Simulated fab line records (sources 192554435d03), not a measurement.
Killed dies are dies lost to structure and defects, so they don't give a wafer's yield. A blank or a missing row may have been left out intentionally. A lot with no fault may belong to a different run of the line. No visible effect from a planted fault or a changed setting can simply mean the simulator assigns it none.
Chamber matching | flow n5Finfet | 4 sister chambers for N5_BEOL_M13_ETCH_59 on rieDiel-05
The step etches BARC in N2/H2, target depth 89 nm, overetch 26.7 nm, time 67.9 s. 8 wafers are shown with their chamber, then 7 later ones without.

WAFERS WITH THEIR CHAMBER
wafer  | chamber | showerheadPlenumPTorr (Torr) | drypumpMotorCurrentA (A)
L074.1 | 0       | 2.43                         | 5.8
L087.5 | 3       | 2.69                         | 6.1
L087.6 | 0       | 2.42                         | 5.8
L091.1 | 1       | 2.50                         | 5.7
L091.4 | 2       | 2.56                         | 5.6
L091.5 | 3       | 2.69                         | 6.1
L092.1 | 1       | 2.50                         | 5.8
L092.2 | 2       | 2.56                         | 5.6

WAFERS WITH NO CHAMBER GIVEN
wafer  | showerheadPlenumPTorr (Torr) | drypumpMotorCurrentA (A)
L092.4 | 2.41                         | 5.8
L093.1 | 2.56                         | 5.6
L093.3 | 2.69                         | 6.1
L093.4 | 2.41                         | 5.9
L097.3 | 2.68                         | 6.1
L097.4 | 2.56                         | 5.6
L097.6 | 2.56                         | 5.6

WHICH CHAMBER EACH ONE RAN IN
wafer  | from the rows above | in truth
L092.4 | 0                   | 0
L093.1 | 2                   | 2
L093.3 | 3                   | 3
L093.4 | 0                   | 0
L097.3 | 3                   | 3
L097.4 | 2                   | 2
L097.6 | 2                   | 2
Placed correctly: 7 of 7. Can't be placed from these rows: 0. Placed wrongly: 0.
How it was worked out, from the rows above alone: a wafer's distance from a chamber is the root of the sum, over the readings, of the square of ((its reading less the chamber's mean) divided by the reading's scatter). The wafer belongs to the nearest chamber; if the next one is less than 2 further off, it can't be placed. The mean given for a chamber averages the wafers shown for that chamber. The scatter: the root of (the sum of the squares of (reading less its chamber's mean) over the shown wafers, divided by (wafers less chambers)).
